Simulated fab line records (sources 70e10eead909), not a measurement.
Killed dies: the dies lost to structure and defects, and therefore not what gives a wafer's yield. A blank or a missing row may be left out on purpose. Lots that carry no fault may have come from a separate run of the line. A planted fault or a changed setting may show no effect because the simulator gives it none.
fab line records	flow nand-harc
record: lots: 11	wafers: 33	last-day: 24
route steps=1159 shown P_ZERO_WELL@18 P_STI@87 P_GATE@119 END@1159
lots that met no fault: from a run of the same line without faults
start-h: start of the lot's first displayed wafer, in hours after the record's first day	wait-h: hours elapsed since this lot's preceding step	" identical to the entry in the row above	L1.1+2: one row covering several wafers at once	- no value, or no start given	* or withheld: withheld	< > ~ a bound
route shown NAME@n: NAME is a module with steps in the file, n the number in the route of the first one	usual: the fault-free wafers' mean and standard deviation	same: alike in all rows	chamber/n: place in a boat	sites: per-site readings	_std_site: the standard deviation of these	_edge_site: mean of outer sites minus mean of inner sites	radius-mm: for every site, how far away it sits from the centre of the wafer	mask NAME#n: copy n	behind: the most recent tool/chamber to have shaped the wafer	hold: reason for holding the lot/hours on hold/outcome of the hold	device: whichever transistor did not switch (one of n, p or np)	end of line: tests run on the same wafers once the route is complete	a step given without rows: its recipe and nothing more	killed: dies that structure and defects cost at the first sort, which is not the same as the wafer's yield	map: the dies of a wafer, with x for killed, . for not killed, _ for no die there
set.NAME: the run value of the setting; set.NAME@STEP: its run value at that earlier step	model.NAME: the simulator's own value behind a step, which no gauge read
a sample of lots followed through the steps of the route, with each step as a table and each wafer as a row
services: from which hour (start-h, from the record's first day; less than 0 if before it) a tool's chamber was out of use, for how many hours, and why
== steps ==
step: NHARC_P_ZERO_WELL_ETCH_62
recipe: target-depth-a: 130	time-s: 6.5	chf3-flow-sccm: 50	ar-flow-sccm: 200	rf-w: 500	bias-w: 200	chemistry: CHF3/Ar
usual: chf3-flow-sccm: 50.00/0.14	drypump-motor-current-A: 5.7/0.46	oes-product-au: 0.957/0.019	rf-vpp-V: 370.2/1.9	showerhead-plenum-p-Torr: 2.33/0.076	throttle-valve-pct: 20.217/0.0095
same: time-s: 6.5
lot.wafer	tool	chamber	start-h	wait-h	chf3-flow-sccm	drypump-motor-current-A	oes-product-au	rf-hours-counter-h	rf-vpp-V	showerhead-plenum-p-Torr	throttle-valve-pct
L554.2	rie-diel-10	1	-	-	49.92	5.2	0.971	0	373.6	2.50	20.218
L554.1	"	2	"	"	50.17	5.9	0.973	0	370.8	2.37	20.215
L554.4	"	0	"	"	50.03	5.4	0.977	0	370.2	2.33	20.228
L556.1	rie-diel-10	0	-	-	50.06	5.4	0.953	2	370.6	2.33	20.219
L556.4	"	1	"	"	50.01	5.2	0.962	2	375.0	2.50	20.222
L556.6	"	0	"	"	49.84	5.4	0.951	-	370.3	2.33	20.230
L567.2	rie-diel-10	0	-	-	49.94	5.4	0.962	7	369.7	2.33	20.227
L567.5	"	2	"	"	50.00	5.9	0.992	-	370.1	2.37	20.223
L567.6	"	3	"	"	49.98	6.3	0.971	-	371.1	2.35	20.211
L568.4	rie-diel-01	1	-	-	50.09	5.6	0.932	9	367.9	2.25	20.230
L568.2	"	2	"	"	49.95	6.6	0.926	9	369.9	2.35	20.217
L568.5	"	0	"	"	50.24	5.2	0.960	-	371.2	2.39	20.222
L571.3	rie-diel-01	3	-	-	49.89	5.6	0.951	10	369.2	2.29	20.209
L571.5	"	3	"	"	50.03	5.6	0.949	-	368.9	2.29	20.223
L571.4	"	1	"	"	50.17	5.5	0.944	-	367.1	2.25	20.216
L572.3	rie-diel-01	1	-	-	49.76	5.5	0.935	11	368.4	2.25	20.215
L572.4	"	3	"	"	50.23	5.5	0.945	-	370.2	2.29	20.222
L572.6	"	1	"	"	50.01	5.5	0.943	-	370.8	2.25	20.227
L573.3	rie-diel-01	2	-	-	49.92	6.6	0.963	12	371.2	2.35	20.215
L573.6	"	3	"	"	50.05	5.5	0.952	-	369.7	2.29	20.223
L573.5	"	0	"	"	49.68	5.2	0.924	-	372.0	2.39	20.225
L574.2	rie-diel-03	1	-	-	49.89	5.9	0.974	7	368.1	2.21	20.216
L574.3	"	3	"	"	49.97	5.7	0.974	5	369.3	2.28	20.217
L574.4	"	1	"	"	49.89	5.9	0.971	-	368.9	2.21	20.212
L575.4	rie-diel-10	2	-	-	50.08	5.8	0.981	9	370.0	2.37	20.225
L575.3	"	0	"	"	50.04	5.4	0.963	10	369.7	2.33	20.208
L575.6	"	1	"	"	49.70	5.2	0.977	-	375.0	2.49	20.225
L576.3	rie-diel-03	0	-	-	49.99	5.3	0.910	7	372.4	2.38	20.227
L576.4	"	3	"	"	49.81	5.7	0.930	-	369.2	2.28	20.224
L576.5	"	0	"	"	50.07	5.3	0.907	-	371.6	2.38	20.204
L577.3	rie-diel-03	0	-	-	50.01	5.3	0.948	7	371.0	2.38	20.214
L577.6	"	1	"	"	49.98	5.9	0.977	-	367.4	2.21	20.225
L577.5	"	2	"	"	50.08	5.0	0.973	-	367.1	2.20	20.225
step: NHARC_P_STI_DESCUM_14
recipe: time-s: 3	o2-flow-sccm: 200	ar-flow-sccm: 0	bias-power-w: 0	chemistry: O2
usual: drypump-motor-current-A: 5.7/0.43	oes-product-au: 0.996/0.012	rf-vpp-V: 57.7/0.9	showerhead-plenum-p-Torr: 1.90/0.08	throttle-valve-pct: 11.311/0.0099
same: bias-power-w: 0	time-s: 3
lot.wafer	tool	chamber	start-h	wait-h	drypump-motor-current-A	oes-product-au	rf-hours-counter-h	rf-vpp-V	showerhead-plenum-p-Torr	throttle-valve-pct
L554.2	rie-diel-04	1	39.77	-	5.6	0.985	3.5	57.4	1.90	11.314
L554.1	"	3	"	"	6.0	0.984	3.4	56.6	1.86	11.294
L554.4	"	0	"	"	6.3	1.003	3.4	55.5	1.83	11.321
L556.4	rie-diel-04	2	50.50	-	5.4	0.999	4.0	57.1	1.78	11.304
L556.1	"	3	"	"	6.0	0.996	3.9	57.6	1.86	11.302
L556.6	"	0	"	"	6.2	1.010	-	56.4	1.83	11.315
L567.2	rie-diel-04	2	109.26	-	5.5	1.001	6.7	56.8	1.78	11.312
L567.6	"	2	"	"	5.5	0.993	-	57.7	1.78	11.332
L567.5	"	3	"	"	5.9	0.994	-	57.2	1.86	11.306
L568.2	rie-diel-08	1	120.52	-	5.3	1.008	10.0	57.4	1.83	11.326
L568.4	"	2	"	"	6.2	1.020	10.6	57.4	1.80	11.299
L568.5	"	1	"	"	5.3	1.009	-	57.3	1.83	11.333
L571.3	rie-diel-04	3	138.78	-	6.0	1.013	0.8	55.5	1.86	11.308
L571.4	"	2	"	"	5.5	0.980	0.4	55.4	1.78	11.306
L571.5	"	0	"	"	6.3	1.001	-	56.2	1.83	11.324
L573.3	rie-diel-13	2	146.11	-	5.3	0.993	1.0	57.8	2.05	11.310
L573.5	"	2	"	"	5.3	0.996	-	59.2	2.05	11.316
L573.6	"	3	"	"	5.1	0.984	-	59.7	1.93	11.317
L572.3	rie-diel-08	2	146.27	-	6.2	1.000	1.5	58.1	1.80	11.304
L572.4	"	1	"	"	5.4	1.022	1.7	57.5	1.83	11.312
L572.6	"	3	"	"	6.4	1.005	-	56.1	1.94	11.316
L575.3	rie-diel-13	0	157.61	-	5.9	0.986	1.4	57.8	1.98	11.302
L575.4	"	3	"	"	5.1	0.998	1.3	58.0	1.93	11.295
L575.6	"	1	"	"	5.2	0.974	-	56.5	1.86	11.309
L574.4	rie-diel-08	2	157.76	-	6.2	0.988	2.7	58.2	1.80	11.315
L574.2	"	3	"	"	6.4	0.988	1.7	57.5	1.94	11.325
L574.3	"	0	"	"	5.8	0.999	2.7	58.9	2.01	11.296
L576.3	rie-diel-13	3	167.06	-	5.1	1.003	1.5	57.7	1.93	11.332
L576.4	"	0	"	"	5.8	0.981	1.5	58.7	1.98	11.300
L576.5	"	3	"	"	5.1	1.009	-	57.6	1.93	11.305
L577.3	rie-diel-08	3	175.02	-	6.4	0.998	2.4	57.6	1.94	11.318
L577.6	"	0	"	"	5.8	1.009	-	58.9	2.01	11.304
L577.5	"	1	"	"	5.3	1.019	-	57.0	1.83	11.298
step: NHARC_P_GATE_EXPOSE_08
recipe: na: 0.6	dose-mj: 16.75	mask-id: P_HV
lot.wafer	tool	chamber	start-h	wait-h	mask
L554.1+2+4	krf-scanner-02	0	75.35	-	P_HV#0
L556.1+4+6	krf-scanner-02	0	93.01	-	P_HVPW#0
L567.2+5+6	krf-scanner-02	0	151.43	-	P_HV#0
L568.2+4+5	krf-scanner-04	0	159.89	-	P_HV#0
L571.3+4+5	krf-scanner-01	0	176.93	-	P_HV#0
L573.3+5+6	krf-scanner-01	0	183.41	-	P_HV#0
L572.3+4+6	krf-scanner-02	0	183.57	-	P_HV#0
L574.2+3+4	krf-scanner-04	0	198.39	-	P_HV#0
L575.3+4+6	krf-scanner-02	0	198.56	-	P_HV#0
L576.3+4+5	krf-scanner-01	0	205.64	-	P_HV#0
L577.3+5+6	krf-scanner-04	0	213.31	-	P_HV#0
step: NHARC_P_GATE_CD_MEAS_11
recipe: target-cd-nm: 1640	landing-energy-ev: 500
usual: cd-nm: 1640.1/1.7
lot.wafer	tool	chamber	start-h	wait-h	cd-nm
L554.1	cd-sem-02	0	75.51	-	1642.3
L554.2	"	0	"	"	1642.6
L554.4	"	0	"	"	1644.0
L556.1	cd-sem-01	0	93.17	-	-
L556.4	"	0	"	"	-
L556.6	"	0	"	"	-
L567.2	cd-sem-03	0	151.59	-	1642.8
L567.5	"	0	"	"	1642.1
L567.6	"	0	"	"	1639.9
L568.2	cd-sem-02	0	160.05	-	1635.9
L568.4	"	0	"	"	1639.7
L568.5	"	0	"	"	1641.1
L571.3	cd-sem-01	0	177.08	-	1640.0
L571.4	"	0	"	"	1641.9
L571.5	"	0	"	"	1642.7
L573.3	cd-sem-03	0	183.56	-	1641.9
L573.5	"	0	"	"	1639.8
L573.6	"	0	"	"	1641.6
L572.3	cd-sem-01	0	183.72	-	1642.5
L572.4	"	0	"	"	1643.3
L572.6	"	0	"	"	1643.6
L574.2	cd-sem-02	0	198.54	-	1642.9
L574.3	"	0	"	"	1642.2
L574.4	"	0	"	"	1639.9
L575.3	cd-sem-03	0	198.71	-	1642.3
L575.4	"	0	"	"	1641.0
L575.6	"	0	"	"	1642.2
L576.3	cd-sem-03	0	205.79	-	1641.7
L576.4	"	0	"	"	1639.8
L576.5	"	0	"	"	1639.9
L577.3	cd-sem-02	0	213.46	-	1636.0
L577.5	"	0	"	"	1638.6
L577.6	"	0	"	"	1640.5
step: NHARC_P_GATE_STRIP_101
recipe: time-s: 20	o2-flow-sccm: 500	ar-flow-sccm: 0	bias-w: 0	chemistry: O2
usual: drypump-motor-current-A: 5.6/0.4	oes-product-au: 1.003/0.0092	rf-vpp-V: 58.0/0.88	showerhead-plenum-p-Torr: 3.56/0.15	throttle-valve-pct: 17.037/0.0099
same: time-s: 20
lot.wafer	tool	chamber	start-h	wait-h	drypump-motor-current-A	oes-product-au	rf-hours-counter-h	rf-vpp-V	showerhead-plenum-p-Torr	throttle-valve-pct
L554.1	rie-diel-11	3	100.93	0.1	5.6	1.000	15	58.1	3.77	17.048
L554.4	"	0	"	"	5.1	1.011	11	57.1	3.36	17.025
L554.2	"	1	"	"	5.7	1.008	15	58.3	3.68	17.051
L556.1	rie-diel-11	3	125.49	0.1	5.6	1.000	22	59.0	3.77	17.031
L556.4	"	2	"	"	5.4	0.995	22	58.2	3.68	17.042
L556.6	"	3	"	"	5.6	1.002	-	58.4	3.76	17.039
L567.2	rie-diel-11	0	176.33	0.1	5.1	1.014	24	55.8	3.35	17.028
L567.6	"	3	"	"	5.6	1.003	-	59.1	3.76	17.045
L567.5	"	0	"	"	5.1	1.016	-	59.1	3.35	17.038
L568.2	rie-diel-11	3	189.24	0.1	5.6	1.003	32	59.5	3.76	17.027
L568.4	"	1	"	"	5.7	1.004	30	58.0	3.68	17.049
L568.5	"	2	"	"	5.4	1.004	-	58.1	3.68	17.032
L571.4	rie-diel-06	2	203.33	0.1	5.0	1.014	50	57.2	3.62	17.033
L571.3	"	1	"	"	6.0	1.006	49	57.9	3.44	17.041
L571.5	"	2	"	"	5.0	1.015	-	58.4	3.62	17.048
L573.3	rie-diel-11	1	208.54	0.1	5.8	1.010	1	57.6	3.67	17.038
L573.6	"	0	"	"	5.1	1.002	-	56.4	3.35	17.033
L573.5	"	1	"	"	5.8	1.009	-	58.4	3.67	17.036
L572.4	rie-diel-11	3	208.58	0.1	5.6	1.021	2	58.0	3.76	17.054
L572.3	"	0	"	"	5.1	1.000	1	57.3	3.35	17.023
L572.6	"	3	"	"	5.6	1.007	-	58.8	3.76	17.039
L574.4	rie-diel-06	2	223.61	0.1	5.0	1.001	57	58.8	3.62	17.034
L574.3	"	3	"	"	6.1	1.001	49	59.1	3.58	17.045
L574.2	"	0	"	"	5.6	0.987	56	57.1	3.31	17.018
L575.3	rie-diel-06	2	223.99	0.1	5.0	1.003	57	58.7	3.62	17.025
L575.4	"	1	"	"	6.1	0.990	57	59.3	3.44	17.022
L575.6	"	3	"	"	6.1	1.010	-	59.4	3.58	17.035
L576.4	rie-diel-06	1	230.63	0.1	6.1	0.998	59	57.3	3.44	17.035
L576.3	"	0	"	"	5.6	0.997	58	57.8	3.31	17.030
L576.5	"	2	"	"	5.0	1.007	-	57.8	3.62	17.054
L577.3	rie-diel-11	2	238.74	0.1	5.4	0.988	6	58.4	3.68	17.045
L577.6	"	3	"	"	5.6	1.011	-	59.1	3.76	17.040
L577.5	"	0	"	"	5.1	0.995	-	58.1	3.35	17.040
step: NHARC_END_SORT_01
recipe: temp-c: 25
usual: killed-at-array: 26/11	killed-at-other: 0.6/1	killed-at-periphery: 3.1/2.1	killed-dies: 30/11	killed-open: 3.4/1.8	killed-short: 2.1/1.5
same: gross-dies: 677
lot.wafer	tool	chamber	start-h	wait-h	killed-at-array	killed-at-other	killed-at-periphery	killed-dies	killed-open	killed-short
L556.1	prober-01	0	465.18	2.5	16	0	661	677	3	3
L556.4	prober-01	0	467.61	3.4	15	1	661	677	4	2
L556.6	prober-01	0	469.23	4.0	9	0	668	677	5	0
killed by level:class
L556.1 P_GATE:area-expose=657 A_CONTACT:chamber-film-flake=5 A_CHANNEL_HOLE_D1:chamber-film-flake=3 A_CHANNEL_FILL_D1:geometric-particle:short=2 P_GATE:chamber-film-flake=2 A_SLIT:chamber-film-flake=2 P_GATE:geometric-particle:open=1 P_CONTACT:geometric-particle:open=1
L556.4 P_GATE:area-expose=658 A_CONTACT:geometric-particle:open=3 A_CHANNEL_HOLE_D1:chamber-film-flake=3 A_CONTACT:chamber-film-flake=3 A_STAIRCASE:chamber-film-flake=2 A_WL_FILL:chamber-film-flake=2 P_CONTACT:geometric-particle:open=1 A_ONON_D1:geometric-particle:short=1
L556.6 P_GATE:area-expose=664 A_CONTACT:chamber-film-flake=3 P_CONTACT:geometric-particle:open=2 P_STI:chamber-film-flake=2 A_ONON_D1:geometric-particle:open=1 A_CHANNEL_FILL_D1:geometric-particle:open=1 A_CONTACT:geometric-particle:open=1 A_STAIRCASE:chamber-film-flake=1
== services ==
tool	chamber	start-h	hours	kind
rie-diel-10	-	-0.50	9.0	pm
rie-diel-08	1	11.62	5.2	repair
rie-diel-11	-	12.50	9.0	pm
krf-scanner-02	-	38.00	4.0	pm
rie-diel-11	1	39.34	4.9	repair
rie-diel-11	0	49.92	21.8	repair
rie-diel-04	3	53.44	14.2	repair
rie-diel-08	2	56.44	9.9	repair
rie-diel-04	1	61.03	31.2	repair
rie-diel-06	-	64.20	9.0	pm
rie-diel-04	0	70.60	2.4	repair
rie-diel-08	0	84.89	7.4	repair
rie-diel-10	-	85.42	0.1	repair
rie-diel-06	0	101.13	2.3	repair
rie-diel-08	0	101.31	3.7	repair
rie-diel-10	3	104.03	17.4	repair
rie-diel-01	0	108.72	17.7	repair
rie-diel-04	-	111.92	9.0	pm
rie-diel-08	-	124.81	9.0	pm
rie-diel-04	2	126.74	3.8	repair
krf-scanner-02	-	152.48	0.2	repair
rie-diel-11	-	189.50	9.0	pm
krf-scanner-02	-	210.00	4.0	pm
rie-diel-11	-	210.24	0.9	repair
== key ==
first-sign: step: NHARC_P_GATE_EXPOSE_08	reading: mask	direction: changed
effect: step: NHARC_P_GATE_CD_MEAS_11	reading: cd-nm	direction: missing
effect: step: NHARC_END_SORT_01	reading: killed-at-periphery	direction: up	sigmas: 99+	usual: 3.1	struck: 663.3
more-kills-born-at: NHARC_P_GATE_EXPOSE_08@krf-scanner-02: 1979
met-at NHARC_P_GATE_EXPOSE_08
struck-lots L556
later-rows-left-out L556.1,L556.4,L556.6
tester-left-out L556
not-acting-at NHARC_P_ZERO_WELL_ETCH_62,NHARC_P_STI_DESCUM_14,NHARC_P_GATE_STRIP_101
onset-between 75.35 93.01
fault: kind: wrong-mask	tool: any	chamber: -	onset-h: 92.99	steps: NHARC_P_GATE_EXPOSE_08	aux-copy: P_HVPW#0	scope: struck-lots-only
tester-left-out: of these lots the tester's yield and bins aren't shown, on N5 and GAA mostly nor the transistor test; their killed dies are dies lost to structure and defects alone, not to doping, threshold or leakage, so they don't give the yield
later-rows-left-out: the simulator's readings of these wafers behind a module that went badly wrong aren't trusted and aren't shown, but for the sort
